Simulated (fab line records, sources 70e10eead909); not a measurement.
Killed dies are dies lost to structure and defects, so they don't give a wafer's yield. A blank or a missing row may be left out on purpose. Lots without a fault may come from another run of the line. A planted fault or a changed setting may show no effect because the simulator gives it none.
A struck lot beside a sound one | flow nand_harc | 15 steps out of a route of 1302
Sound: wafers L834.2, L834.3, L834.4. Struck: wafers L832.1, L832.3, L832.6. The cause comes at the end.
At each step with rows: each side's tool, then ch and its chambers, then its first start. Under that, the readings that differ: sound wafers | struck wafers | difference of the means | sigmas: that difference in standard deviations of wafers without a fault.
alike: readings whose means differ by less than 2 such deviations, and words and numbers that are the same on both sides. not compared: withheld readings, readings that some wafer has no value for, bounds like >300 that may hide the same value, and numbers for which the record gives no deviation and whose values overlap.
The two part at a step that has a row with sigmas, a row that says differs or no value, or rows on one side only. Numbers that don't overlap but have no deviation are shown without sigmas and don't part them. A reading that every wafer of one side lacks parts them only if that side has two wafers or more.

first, 1 step without rows for these wafers: NHARC_A_ONON_D1_DEP_12 (target thk 1000 nm).
NHARC_A_ONON_D1_THK_MEAS_14: measures by ellipsometry.
  sound on film_metro-02, day 14 22:10; struck on film_metro-01, day 14 01:50
  reading     | sound       | struck         | difference | sigmas
  thk_nm (nm) | 988 989 990 | 1008 1009 1008 | +19        | +3
then, 2 steps without rows for these wafers: NHARC_A_ONON_D1_ANNEAL_15 (time 3600 s); NHARC_A_ONON_D1_DEP_16 (target thk 1000 nm).
NHARC_A_ONON_D1_THK_MEAS_18: measures by ellipsometry.
  sound on film_metro-02, day 15 07:12; struck on film_metro-02, day 14 10:46
  alike: thk_nm
then, 1 step without rows for these wafers: NHARC_A_ONON_D1_DEP_19 (target thk 1000 nm).
NHARC_A_ONON_D1_THK_MEAS_21: measures by ellipsometry.
  sound on film_metro-02, day 15 07:46; struck on film_metro-02, day 14 11:20
  alike: thk_nm
then, 1 step without rows for these wafers: NHARC_A_ONON_D1_DEP_22 (target thk 1000 nm).
NHARC_A_ONON_D1_THK_MEAS_24: measures by ellipsometry.
  sound on film_metro-02, day 15 08:20; struck on film_metro-01, day 14 11:53
  alike: thk_nm
then, 1 step without rows for these wafers: NHARC_A_ONON_D1_DEP_25 (target thk 1000 nm).
NHARC_A_ONON_D1_THK_MEAS_27: measures by ellipsometry.
  sound on film_metro-01, day 15 08:54; struck on film_metro-01, day 14 12:28
  alike: thk_nm
NHARC_A_ONON_D1_DEP_28: target thk 1000 nm.
  sound on pecvd_onon-03 ch 0, day 15 09:01; struck on pecvd_onon-01 ch 0, day 14 12:31
  alike: sih4_flow_sccm
NHARC_A_ONON_D1_THK_MEAS_30: measures by ellipsometry.
  sound on film_metro-02, day 15 09:28; struck on film_metro-02, day 14 13:01
  reading     | sound         | struck         | difference | sigmas
  thk_nm (nm) | 998 1000 1001 | 1577 1581 1578 | +579       | +58
NHARC_A_ONON_D1_DEP_33: deposits SiO2, target thk 200 nm.
  sound on pecvd-01 ch 0,1,2, day 15 09:32; struck on pecvd-02 ch 0, day 14 13:05
  alike: flow_sccm, heater_power_w, mfc_precursor_sccm, throttle_valve_pct
-- the record jumps here: 15 days lie between the struck wafers' starts before and after (it left off in module A_ONON_D1 and takes up again in module END, whose first step shown is number 1302 of the route) --
NHARC_END_SORT_01:
  the record has rows for the struck wafers here (prober-01 ch 0, day 29 20:29) and none for the sound ones

WHERE THEY PART
First at NHARC_A_ONON_D1_THK_MEAS_14; last, within this record, at NHARC_END_SORT_01.

WHY: what the simulator had put in
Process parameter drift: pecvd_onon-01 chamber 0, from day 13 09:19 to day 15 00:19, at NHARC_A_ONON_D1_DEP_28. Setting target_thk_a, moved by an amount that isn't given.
